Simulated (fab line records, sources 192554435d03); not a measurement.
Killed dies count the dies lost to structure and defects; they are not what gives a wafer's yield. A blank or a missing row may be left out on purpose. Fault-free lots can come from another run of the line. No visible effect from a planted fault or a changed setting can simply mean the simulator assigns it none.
Problem report in the 8D (eight disciplines) form, filled by code	flow n5_finfet	the parts of the form that need people (team, actions taken, sign-off) are left out

## 1. THE ISSUE
time_to_endpoint_s at N5_BEOL_M7_CMP_52 reads a mean of 101 s on 3 wafers of 2 lots; wafers without a fault read 63 s with a standard deviation of 3.4. That puts it +11 standard deviations away from the usual mean.
The step: polishes, stops on SiCOH lowk, t overpolish 6.9 s, target thk 80 nm.
First observed at day 10 02:02: wafer L452.3, on cmp-04. At this step, 29 wafers from 11 lots have a number in the record. Rule for "out" (also "out of limits"): further than 4 standard deviations from the usual mean. The rest of the wafers with a number are treated as sound.

## 2. WHAT IT IS, WHAT IT ISN'T
question	is	is not
which readings at this step	time_to_endpoint_s	clearing_platen_down_force_psi, head_pressure_psi, motor_current_A, retaining_ring_pressure_frac
which lots	L451, L452	L447, L449, L450, L461, L462, L463, L464, L467, L470
which wafers of those lots	L451.2, L452.2, L452.3	L451.4, L451.5, L452.1
read on which tools	cmp-03, cmp-04	cmp-01
when	from day 10 02:02	up to then (9 sound wafers); but 17 sound wafers of L451, L461, L462, L463, L464, L467, L470 came after

## 3. SUSPECTS, AND WHAT RULES EACH OUT
Counting: a tool at a process step up to the reading stays a suspect if it ran every lot that is out. Sound lots after the first of them don't rule it out here, since some wafers of a struck lot are sound.
- ald_metal-04 at N5_BEOL_M7_ALD_77 (deposits TaN, target thk 2 nm, pulse time 2 s, purge time 3 s): kept. It processed each lot that is out (first: L452, day 10 00:38); up to then, its last sound lot is L447 (day 8 21:08).
- pvd_sputter-01 at N5_BEOL_M7_SURFACE_TREAT_79: kept. It processed each lot that is out (first: L452, day 10 00:58); up to then, its last sound lot is L450 (day 9 16:20).
- ecd_cu-01 at N5_BEOL_M7_ECD_50 (material Cu, target thk 300 nm): kept. It processed each lot that is out (first: L452, day 10 01:18); up to then, its last sound lot is L449 (day 9 20:22).
After the count, these remain: ald_metal-04 at N5_BEOL_M7_ALD_77, pvd_sputter-01 at N5_BEOL_M7_SURFACE_TREAT_79 and ecd_cu-01 at N5_BEOL_M7_ECD_50.

## 4. THE CAUSE (what the simulator had put in)
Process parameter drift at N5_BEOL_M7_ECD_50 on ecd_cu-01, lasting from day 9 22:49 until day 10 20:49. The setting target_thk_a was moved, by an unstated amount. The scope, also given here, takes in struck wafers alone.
Counting leaves 3 suspects; this tool is one of them.

## 5. THE CHAIN OF EFFECTS, in route order
Rows list readings where the struck wafers' mean (over those with a number) sits beyond 3 standard deviations from the usual. Only readings whose record carries a usual standard deviation are examined. hours: median over the lots of the time between each lot's start at the first step of this table that gives one and its start at this step. sigmas: the change, counted in usual standard deviations.
hours	step	reading	usual	on struck wafers	change	sigmas
0	N5_BEOL_M7_CMP_52	time_to_endpoint_s	63 s	101	+38	+11
The process steps in it:
- N5_BEOL_M7_CMP_52: polishes, stops on SiCOH lowk, t overpolish 6.9 s, target thk 80 nm.

## 6. HOW IT WOULD HAVE BEEN CAUGHT EARLIER
3 hours passed between the start of the fault at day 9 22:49 and the first reading out of limits in this record, taken at day 10 02:02.
Of the lots that are out (2), L451 began N5_BEOL_M7_ECD_50 on ecd_cu-01 after day 10 02:02. A tool hold placed at that time would have kept it from harm.
